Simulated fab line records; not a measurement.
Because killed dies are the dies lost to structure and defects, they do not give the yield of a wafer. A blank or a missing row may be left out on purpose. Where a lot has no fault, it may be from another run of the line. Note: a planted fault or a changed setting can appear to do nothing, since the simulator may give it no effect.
Matching of chambers || flow n5 finfet || N5_HKMG_FIN_NWFM_ALD_20 on ald metal-01: 4 sister chambers
The step deposits TiAlC, target thk 2 nm, pulse time 3 s, purge time 2 s. 18 wafers are shown with their chamber, then 9 later ones without.

## WAFERS PAIRED WITH THEIR CHAMBERS
{"wafer": "L076.3", "chamber": 1, "heater power w (W)": 420, "heater power outer w (W)": 240, "precursor pulse height rel": 1.000}
{"wafer": "L076.4", "chamber": 0, "heater power w (W)": 473, "heater power outer w (W)": 279, "precursor pulse height rel": 0.981}
{"wafer": "L076.5", "chamber": 1, "heater power w (W)": 424, "heater power outer w (W)": 246, "precursor pulse height rel": 1.019}
{"wafer": "L079.3", "chamber": 0, "heater power w (W)": 482, "heater power outer w (W)": 276, "precursor pulse height rel": 0.951}
{"wafer": "L079.4", "chamber": 3, "heater power w (W)": 534, "heater power outer w (W)": 307, "precursor pulse height rel": 0.992}
{"wafer": "L079.6", "chamber": 3, "heater power w (W)": 559, "heater power outer w (W)": 300, "precursor pulse height rel": 0.960}
{"wafer": "L083.1", "chamber": 3, "heater power w (W)": 548, "heater power outer w (W)": 298, "precursor pulse height rel": 1.029}
{"wafer": "L083.2", "chamber": 1, "heater power w (W)": 424, "heater power outer w (W)": 239, "precursor pulse height rel": 0.985}
{"wafer": "L083.6", "chamber": 2, "heater power w (W)": 432, "heater power outer w (W)": 223, "precursor pulse height rel": 0.964}
{"wafer": "L086.2", "chamber": 2, "heater power w (W)": 426, "heater power outer w (W)": 219, "precursor pulse height rel": 0.996}
{"wafer": "L086.3", "chamber": 3, "heater power w (W)": 548, "heater power outer w (W)": 295, "precursor pulse height rel": 0.963}
{"wafer": "L086.4", "chamber": 0, "heater power w (W)": 485, "heater power outer w (W)": 275, "precursor pulse height rel": 1.022}
{"wafer": "L087.3", "chamber": 2, "heater power w (W)": 427, "heater power outer w (W)": 220, "precursor pulse height rel": 1.002}
{"wafer": "L087.4", "chamber": 0, "heater power w (W)": 483, "heater power outer w (W)": 278, "precursor pulse height rel": 1.018}
{"wafer": "L087.5", "chamber": 0, "heater power w (W)": 472, "heater power outer w (W)": 275, "precursor pulse height rel": 0.983}
{"wafer": "L090.1", "chamber": 0, "heater power w (W)": 481, "heater power outer w (W)": 270, "precursor pulse height rel": 0.987}
{"wafer": "L090.2", "chamber": 3, "heater power w (W)": 549, "heater power outer w (W)": 300, "precursor pulse height rel": 1.005}
{"wafer": "L090.6", "chamber": 3, "heater power w (W)": 548, "heater power outer w (W)": 300, "precursor pulse height rel": 1.044}

SIGNATURES (averages over the wafers above)
{"reading": "heater power w", "chamber 0": 479.33, "chamber 1": 422.67, "chamber 2": 428.33, "chamber 3": 547.67, "scatter within a chamber": 5.96}
{"reading": "heater power outer w", "chamber 0": 275.50, "chamber 1": 241.67, "chamber 2": 220.67, "chamber 3": 300.00, "scatter within a chamber": 3.43}
{"reading": "precursor pulse height rel", "chamber 0": 0.99033, "chamber 1": 1.00133, "chamber 2": 0.98733, "chamber 3": 0.99883, "scatter within a chamber": 0.0277}
Rule: distance of a wafer from a chamber = root of the sum over the readings of ((wafer's reading minus chamber's mean) / reading's scatter) squared. The wafer belongs to the nearest chamber; if the next one is less than 2 further off, it can't be placed. How the scatter is found: for the shown wafers, subtract from each reading the mean of its chamber, square and add these, divide the total by (wafers less chambers), then take the root.

## WAFERS MISSING THEIR CHAMBER
{"wafer": "L092.1", "heater power w (W)": 474, "heater power outer w (W)": 279, "precursor pulse height rel": 0.980}
{"wafer": "L092.3", "heater power w (W)": 437, "heater power outer w (W)": 222, "precursor pulse height rel": 1.018}
{"wafer": "L092.6", "heater power w (W)": 427, "heater power outer w (W)": 243, "precursor pulse height rel": 0.968}
{"wafer": "L094.2", "heater power w (W)": 558, "heater power outer w (W)": 307, "precursor pulse height rel": 1.008}
{"wafer": "L094.3", "heater power w (W)": 466, "heater power outer w (W)": 278, "precursor pulse height rel": 1.019}
{"wafer": "L094.6", "heater power w (W)": 423, "heater power outer w (W)": 238, "precursor pulse height rel": 0.983}
{"wafer": "L096.1", "heater power w (W)": 532, "heater power outer w (W)": 301, "precursor pulse height rel": 0.996}
{"wafer": "L096.2", "heater power w (W)": 476, "heater power outer w (W)": 273, "precursor pulse height rel": 1.018}
{"wafer": "L096.4", "heater power w (W)": 433, "heater power outer w (W)": 223, "precursor pulse height rel": 0.958}

## WHICH CHAMBER EACH ONE RAN IN
{"wafer": "L092.1", "from the rows above": 0, "in truth": 0}
{"wafer": "L092.3", "from the rows above": 2, "in truth": 2}
{"wafer": "L092.6", "from the rows above": 1, "in truth": 1}
{"wafer": "L094.2", "from the rows above": 3, "in truth": 3}
{"wafer": "L094.3", "from the rows above": 0, "in truth": 0}
{"wafer": "L094.6", "from the rows above": 1, "in truth": 1}
{"wafer": "L096.1", "from the rows above": 3, "in truth": 3}
{"wafer": "L096.2", "from the rows above": 0, "in truth": 0}
{"wafer": "L096.4", "from the rows above": 2, "in truth": 2}
Correct placement for 9 of the 9. From these rows, 0 cannot be placed. Number placed wrongly: 0.
